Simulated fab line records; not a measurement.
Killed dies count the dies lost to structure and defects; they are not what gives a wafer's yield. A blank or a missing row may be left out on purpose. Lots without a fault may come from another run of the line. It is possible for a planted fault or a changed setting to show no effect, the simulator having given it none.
A lot that was struck, set against a sound lot / flow n5-finfet / 15 steps out of a route of 1938
Sound: the wafers L266.1, L266.4, L266.5. Struck: wafer L267.1. (L267.2 of the same lot was not struck and is left out.) The cause comes at the end.
Each step with rows lists, per side, the tool, then ch with its chambers, then its first start. Under that, the readings that differ: sound wafers / struck wafers / difference of the means / sigmas: that difference in standard deviations of wafers without a fault.
alike: same words and numbers on both sides, and readings whose means sit less than 2 such deviations apart. not compared: any withheld reading, any reading some wafer has no value for, any bound like >300 that may hide the same value, and any number with overlapping values for which the record gives no deviation.
The two part at a step that has a row with sigmas, a row that says differs or no value, or rows on one side only. Numbers that have no deviation but don't overlap get no sigmas and don't part them. A reading that every wafer of one side lacks parts them only if that side has two wafers or more.

first, 2 steps without rows for these wafers: N5_BEOL_M14_PRECLEAN_39 (cleans in residue remover, time 60 s); N5_BEOL_M14_SRD_40 (time 30 s, dry time 30 s).
N5_BEOL_M14_DEGAS_41: time 60 s.
  sound on pvd-sputter-03 at day 13 02:50; struck on pvd-sputter-01 at day 12 18:40
  alike: heater-power-w
then, 1 step without rows for these wafers: N5_BEOL_M14_PRE_CLEAN_42 (time 30 s).
N5_BEOL_M14_SPUTTER_43: material TaN, target thk 15 nm, time 24.19 s.
  sound on pvd-sputter-03 at day 13 02:55; struck on pvd-sputter-01 at day 12 18:45
reading=throttle-valve-pct (%); sound=29.7 29.8 29.6; struck=27.4; difference=-2.3; sigmas=-3
N5_BEOL_M14_SPUTTER_44: material Ta, target thk 15 nm, time 24.19 s.
  sound on pvd-sputter-03 at day 13 03:00; struck on pvd-sputter-01 at day 12 18:50
reading=throttle-valve-pct (%); sound=29.8 29.8 29.8; struck=27.6; difference=-2.2; sigmas=-2
N5_BEOL_M14_SPUTTER_45: material Cu, target thk 100 nm, time 16.67 s.
  sound on pvd-sputter-03 at day 13 03:05; struck on pvd-sputter-01 at day 12 18:55
reading=throttle-valve-pct (%); sound=29.5 29.8 29.8; struck=27.5; difference=-2.2; sigmas=-2
then, 1 step without rows for these wafers: N5_BEOL_M14_ECD_47 (material Cu, target thk 1248 nm).
N5_BEOL_M14_ANNEAL_48: time 90 s.
  sound on rtp-anneal-02 ch 0, day 13 03:23; struck on rtp-anneal-02 ch 0, day 12 19:13
  alike: wafer_temp_C_max
then, 1 step without rows for these wafers: N5_BEOL_M14_CMP_49 (polishes, stops on SiO2, t overpolish 5.2 s, target thk 560 nm).
N5_BEOL_M14_THK_MEAS_50: measures by xrf.
  sound on film-metro-02 at day 13 03:59; struck on film-metro-02 at day 12 19:50
  alike: M14_THK
then, 1 step without rows for these wafers: N5_BEOL_M14_PRE_CLEAN_52 (time 15 s).
N5_BEOL_M14_DEP_53: deposits SiCN from 3MS/NH3, target thk 50 nm, time 17.8 s.
  sound on pecvd-04 ch 0,1,2, day 13 04:02; struck on pecvd-02 ch 1, day 12 19:53
reading=model.SiCN_of_BEOL_M14_DEP_53.thk-nm (nm); sound=49.2 50.4 50.2; struck=48; difference=-2; sigmas=
  alike: showerhead-plenum-p-Torr, showerhead-vpp-V, throttle-valve-pct
N5_BEOL_M14_RS_MEAS_54: the measuring method here is four-point-probe.
  sound on film-metro-01 at day 13 04:07; struck on film-metro-01 at day 12 19:58
  alike: M14_RS
N5_PASSIVATION_PROBE_49:
  the record holds rows for the sound wafers here (prober-01, day 14 01:23) but none for the struck ones

## WHERE THEY PART
At N5_BEOL_M14_SPUTTER_43 first; at N5_PASSIVATION_PROBE_49 last (within this record only).

WHY: the cause the simulator had injected
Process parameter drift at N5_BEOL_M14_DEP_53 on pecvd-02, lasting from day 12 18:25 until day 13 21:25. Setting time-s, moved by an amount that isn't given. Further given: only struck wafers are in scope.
